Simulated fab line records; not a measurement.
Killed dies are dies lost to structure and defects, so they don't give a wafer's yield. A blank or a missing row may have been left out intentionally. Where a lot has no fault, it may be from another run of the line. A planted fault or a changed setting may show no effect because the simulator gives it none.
Comparing a struck lot with a sound one :: flow nand harc :: 17 steps out of a route of 1159
Sound: these wafers, L178.3, L178.5, L178.6. Struck: wafer L180.5; the same lot's L180.3 was not struck, so it is left out; see the end for the cause.
Per side, at each step with rows, come the tool, then ch with its chambers, and then its first start. Under that, the readings that differ: sound wafers :: struck wafers :: difference of the means :: sigmas: that difference in standard deviations of wafers without a fault.
alike: same words and numbers on both sides, and readings whose means sit less than 2 such deviations apart. not compared: any withheld reading, any reading some wafer has no value for, any bound like >300 that may hide the same value, and any number with overlapping values for which the record gives no deviation.
Wherever a step has rows on one side only, a row that says differs or no value, or a row with sigmas, the two part there. When numbers do not overlap yet have no deviation, they are printed without sigmas and do not part them. A reading that every wafer of one side lacks parts them only if that side has two wafers or more.

NHARC_A_M1_INSPECT_11:
  struck on defect inspect-02, day 18 09:36; sound on defect inspect-02, day 17 19:13
  alike: raw defect count
NHARC_A_M1_DESCUM_14: chemistry O2, time 3 s.
  sound on rie diel-04 ch 2,3, day 17 19:17; struck on rie diel-04 ch 2, day 18 09:40
reading: oes product au (a.u.)
sound: 0.994 1.013 0.988
struck: 1.028
difference: +0.030
sigmas: +4
  alike: drypump motor current A, mfc ar sccm, rf vpp V, showerhead plenum p Torr, throttle valve pct
  not compared: rf hours counter h
NHARC_A_M1_ETCH_35: etches the open film in N2/H2, target depth 40 nm, overetch 12 nm, time 43.94 s.
  sound on rie diel-04 ch 0,2,3, day 17 19:22; struck on rie diel-04 ch 0, day 18 09:46
  alike: drypump motor current A, mfc ar sccm, n2 flow sccm, oes product au, rf vpp V, showerhead plenum p Torr, throttle valve pct
  not compared: rf hours counter h
then, 1 step without rows for these wafers: NHARC_A_M1_ETCH_15 (etches the open film in C4F8/Ar, target depth 182.5 nm, time 91.2 s).
NHARC_A_M1_CD_MEAS_16:
  struck on cd sem-01, day 18 09:58; sound on cd sem-01, day 17 19:35
  alike: cd nm
then, 1 step without rows for these wafers: NHARC_A_M1_STRIP_18 (strips in N2/H2).
NHARC_A_M1_ETCH_28: etches the open film in CF4/N2, target depth 30 nm, time 72.99 s.
  sound: rie diel-08 ch 2,3; struck: rie diel-03 ch 0
reading: drypump motor current A (A)
sound: 6.5 6.5 5.6
struck: 5.1
difference: -1.1
sigmas: -3
  alike: mfc ar sccm, n2 flow sccm, oes product au, rf vpp V, showerhead plenum p Torr, throttle valve pct
  not compared: rf hours counter h
then, 1 step without rows for these wafers: NHARC_A_M1_STRIP_19 (strips in post etch residue remover, time 600 s).
NHARC_A_M1_DEGAS_29: time 60 s.
  struck on pvd sputter-01, day 18 10:46; sound on pvd sputter-02, day 17 20:18
  alike: heater power w
then, 2 steps without rows for these wafers: NHARC_A_M1_PRE_CLEAN_30 (time 30 s); NHARC_A_M1_PVD_20 (deposits TaN, target thk 5 nm, time 8.06 s).
NHARC_A_M1_PVD_21: deposits Cu, target thk 30 nm, time 20.49 s.
  sound on pvd sputter-02; struck on pvd sputter-01
  alike: throttle valve pct
NHARC_A_M1_ECD_22: material Cu, target thk 400 nm.
  sound on ecd cu-01 ch 0,1, day 17 20:48; struck on ecd cu-02 ch 1, day 18 11:16
then, 1 step without rows for these wafers: NHARC_A_M1_ANNEAL_31 (time 90 s).
NHARC_A_M1_CMP_23: polishes, t overpolish 20 s, target thk 154.34 nm.
  sound on cmp-01 ch 1,2, day 17 21:24; struck on cmp-01 ch 3, day 18 11:58
reading: time to endpoint s (s)
sound: 33.9 29.9 32.8
struck: 15.2
difference: -17.0
sigmas: -7
  alike: motor current A
NHARC_A_M1_THK_MEAS_24: measures by xrf.
  struck on film metro-01, day 18 12:11; sound on film metro-01, day 17 21:43
  alike: thk nm
-- jump in the record: it breaks off in module A_M1 and resumes in module END (first step shown: number 1159 of the route), and 2 days separate the struck wafers' starts before and after --
NHARC_END_SORT_01:
  the record has rows for the struck wafers here (prober-02 ch 0, day 20 14:48) and none for the sound ones

== WHERE THEY PART ==
At NHARC_A_M1_DESCUM_14 first; at NHARC_END_SORT_01 last (within this record only).

WHY: what had been put in by the simulator
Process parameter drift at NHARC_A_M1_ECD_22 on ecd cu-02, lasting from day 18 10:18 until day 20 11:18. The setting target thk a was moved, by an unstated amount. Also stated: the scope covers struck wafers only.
